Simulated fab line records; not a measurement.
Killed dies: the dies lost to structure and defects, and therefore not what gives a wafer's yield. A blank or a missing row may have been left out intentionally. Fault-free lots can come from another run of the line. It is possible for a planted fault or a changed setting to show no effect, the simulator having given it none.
Split-lot study ; flow n5-finfet ; 39 wafers read from 7 lots, route of 1938 steps

## SPLIT DETAILS
At N5_DUMMY_GATE_ETCH_32 (etches SiO2 in CF4, target depth 3.5 nm, time 3.9 s), the setting time-s was moved away from the recipe's 3.9 s on 18 of the 39 wafers read, by -23.7% to +16.6%. All remaining wafers had this setting at the recipe value.

Reading taken at the split's own step.

## THE READING
etch.depth-nm (the simulator's own value, which no gauge read), in nm, at N5_DUMMY_GATE_ETCH_32 (etches SiO2 in CF4, target depth 3.5 nm, time 3.9 s). There is no usual value for it anywhere in the file. Here, 21 wafers ran the recipe; their average is 3.490 nm with a standard deviation of 0.037 nm.

wafer;tool, chamber at the split;time-s as run, s;against the recipe;etch.depth-nm, nm;against lot-mates on the recipe
L076.1;rie-si-05, 3;3.9;recipe;3.535;-
L076.2;rie-si-05, 2;4.547;+16.6%;4.095;+0.582
L076.3;rie-si-05, 1;3.9;recipe;3.514;-
L076.4;rie-si-05, 0;4.547;+16.6%;4.085;+0.572
L076.5;rie-si-05, 0;3.9;recipe;3.49;-
L076.6;rie-si-05, 3;4.547;+16.6%;4.134;+0.621
L077.1;rie-si-03, 3;3.9;recipe;3.496;-
L077.4;rie-si-03, 1;3.9;recipe;3.499;-
L077.6;rie-si-03, 1;3.9;recipe;3.49;-
L079.1;rie-si-04, 2;3.9;recipe;3.423;-
L079.2;rie-si-04, 3;4.207;+7.9%;3.806;+0.343
L079.3;rie-si-04, 0;3.9;recipe;3.483;-
L079.4;rie-si-04, 1;4.207;+7.9%;3.732;+0.269
L079.5;rie-si-04, 2;4.207;+7.9%;3.707;+0.244
L079.6;rie-si-04, 1;3.9;recipe;3.482;-
L083.1;rie-si-03, 1,3;3.657;-6.2%;3.233;-0.265
L083.4;rie-si-03, 1,3;3.657;-6.2%;3.233;-0.265
L083.2;rie-si-03, 0;3.9;recipe;3.551;-
L083.3;rie-si-03, 2;3.9;recipe;3.464;-
L083.5;rie-si-03, 0;3.657;-6.2%;3.301;-0.197
L083.6;rie-si-03, 1;3.9;recipe;3.478;-
L086.1;rie-si-03, 2;4.328;+11.0%;3.886;+0.365
L086.2;rie-si-03, 3;4.328;+11.0%;3.842;+0.321
L086.3;rie-si-03, 1;3.9;recipe;3.481;-
L086.4;rie-si-03, 0;3.9;recipe;3.518;-
L086.5;rie-si-03, 0;3.9;recipe;3.564;-
L086.6;rie-si-03, 3;4.328;+11.0%;3.885;+0.364
L093.1;rie-si-05, 0;3.651;-6.4%;3.257;-0.233
L093.2;rie-si-05, 3;3.651;-6.4%;3.302;-0.188
L093.3;rie-si-05, 1;3.9;recipe;3.5;-
L093.4;rie-si-05, 0;3.9;recipe;3.476;-
L093.5;rie-si-05, 1;3.9;recipe;3.495;-
L093.6;rie-si-05, 3;3.651;-6.4%;3.274;-0.216
L096.1;rie-si-04, 1;2.975;-23.7%;2.646;-0.805
L096.2;rie-si-04, 2;3.9;recipe;3.417;-
L096.3;rie-si-04, 3;2.975;-23.7%;2.682;-0.769
L096.4;rie-si-04, 0;3.9;recipe;3.427;-
L096.5;rie-si-04, 0;2.975;-23.7%;2.639;-0.812
L096.6;rie-si-04, 3;3.9;recipe;3.508;-
The file does not say which wafer passed through which chamber wherever a row lists several chambers: such a row stands for several wafers.

FIT RESULTS
A straight line over all 39 wafers: etch.depth-nm changes by +0.0355 nm for each +1% of time-s; r = +0.99; the points scatter about the line by 0.035 nm.
The same after taking each lot's own level away (the mean of its wafers on the recipe; 39 wafers): +0.0342 nm for each +1%; r = +1.00; scatter 0.032 nm.
According to that fit, moving time-s by its largest amount changes the reading by 0.81 nm.
From 3.4507 to 3.5210 nm: that is the span of the lots' own levels, equal to 1.9 times the standard deviation above.
Hence the lot-to-lot level has little effect on the slope; both slopes agree.
Check: with one of the wafers moved furthest among these (-23.7%) left out of the fit, the line predicts -0.812 nm for it against its lot-mates. It came out at -0.805 nm against them.

## OTHER SPLITS ON THESE WAFERS
These wafers also went through other splits before the reading. Each is held against what the fit with the lots' levels taken away leaves over:
other split on the same wafers;wafers away from the commonest value;r with etch.depth-nm (lot level and that fit taken away)
N5_STI_FIN_REVEAL_RECESS_09 target-depth-a;12;-0.20

## THE FILE'S OWN FIT
etch.depth-nm changes by +0.0342 nm for each +1% of time-s, r = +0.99.
